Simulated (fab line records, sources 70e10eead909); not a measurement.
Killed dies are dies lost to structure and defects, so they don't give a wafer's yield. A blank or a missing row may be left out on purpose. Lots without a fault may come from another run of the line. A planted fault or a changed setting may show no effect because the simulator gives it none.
Chamber matching | flow nand_harc | NHARC_A_M1_CMP_23 on cmp-02: 4 sister chambers
The step polishes, t overpolish 20 s, target thk 154.34 nm. 7 wafers are shown with their chamber, then 7 later ones without.

WAFERS WITH THEIR CHAMBER
wafer  | chamber | motor_current_A (A) | time_to_endpoint_s (s)
L082.2 | 0       | 10.5                | 27.0
L082.6 | 2       | 12.7                | 27.0
L083.1 | 2       | 13.5                | 27.2
L083.2 | 1       | 11.5                | 32.4
L083.3 | 3       | 10.7                | 26.1
L084.3 | 0       | 9.8                 | 27.4
L084.4 | 1       | 11.5                | 32.7

WAFERS WITHOUT THEIR CHAMBER
wafer  | motor_current_A (A) | time_to_endpoint_s (s)
L084.5 | 11.0                | 30.2
L089.1 | 13.7                | 31.3
L089.2 | 11.5                | 35.4
L089.6 | 11.2                | 29.1
L091.2 | 10.8                | 26.8
L091.3 | 9.6                 | 27.9
L091.6 | 13.5                | 32.7

WHICH CHAMBER EACH WENT THROUGH
wafer  | from the rows above     | in truth
L084.5 | 1                       | 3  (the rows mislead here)
L089.1 | 1                       | 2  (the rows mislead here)
L089.2 | 1                       | 1
L089.6 | can't be placed: 0 or 2 | 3
L091.2 | can't be placed: 0 or 3 | 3
L091.3 | 0                       | 0
L091.6 | 1                       | 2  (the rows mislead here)
Placed correctly: 2 of 7. Can't be placed from these rows: 2 (the true chamber is among the candidates in 1). Placed wrongly: 3.
How it was worked out, from the rows above alone: a wafer's distance from a chamber is the root of the sum, over the readings, of the square of ((its reading less the chamber's mean) divided by the reading's scatter). The wafer belongs to the nearest chamber; if the next one is less than 2 further off, it can't be placed. A chamber's mean is the mean of its shown wafers. The scatter: the root of (the sum of the squares of (reading less its chamber's mean) over the shown wafers, divided by (wafers less chambers)).
